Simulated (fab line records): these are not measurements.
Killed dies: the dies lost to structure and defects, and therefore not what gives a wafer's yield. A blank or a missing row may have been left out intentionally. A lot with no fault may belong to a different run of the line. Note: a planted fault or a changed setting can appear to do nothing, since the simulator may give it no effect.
Matching of chambers | flow nand_harc | 4 sister chambers for NHARC_A_DECK1_JOINT_CMP_13 on cmp-01
The step polishes, target thk 51.023 nm. 4 wafers are shown with their chamber, then 8 later ones without.

== WAFERS PAIRED WITH THEIR CHAMBERS ==
wafer  | chamber | motor_current_A (A)
L090.2 | 2       | 10.5
L091.5 | 1       | 11.2
L091.6 | 0       | 9.6
L092.1 | 3       | 11.0

== WAFERS MISSING THEIR CHAMBER ==
wafer  | motor_current_A (A)
L092.2 | 10.4
L092.5 | 10.8
L093.2 | 11.4
L093.4 | 10.4
L093.6 | 11.5
L094.1 | 11.5
L094.3 | 9.1
L094.4 | 11.1

== EACH ONE'S CHAMBER ==
wafer  | from the rows above          | in truth
L092.2 | can't be placed: 2 or 3      | 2
L092.5 | can't be placed: 3 or 2 or 1 | 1
L093.2 | can't be placed: 1 or 3      | 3
L093.4 | can't be placed: 2 or 3      | 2
L093.6 | can't be placed: 1 or 3      | 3
L094.1 | can't be placed: 1 or 3      | 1
L094.3 | 0                            | 0
L094.4 | can't be placed: 1 or 3 or 2 | 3
1 of 8 placed correctly. Not placeable from these rows: 7 (in 7, the candidates include the true chamber). Wrongly placed: 0.
How it was worked out, from the rows above alone: a wafer's distance from a chamber is the root of the sum, over the readings, of the square of ((its reading less the chamber's mean) divided by the reading's scatter). The wafer belongs to the nearest chamber; if the next one is less than 2 further off, it can't be placed. For every chamber, the mean is computed from those of its wafers that are shown. The scatter (one wafer shown for each chamber): square how far every hidden wafer sits from the nearest shown wafer, average those squares and take the square root.
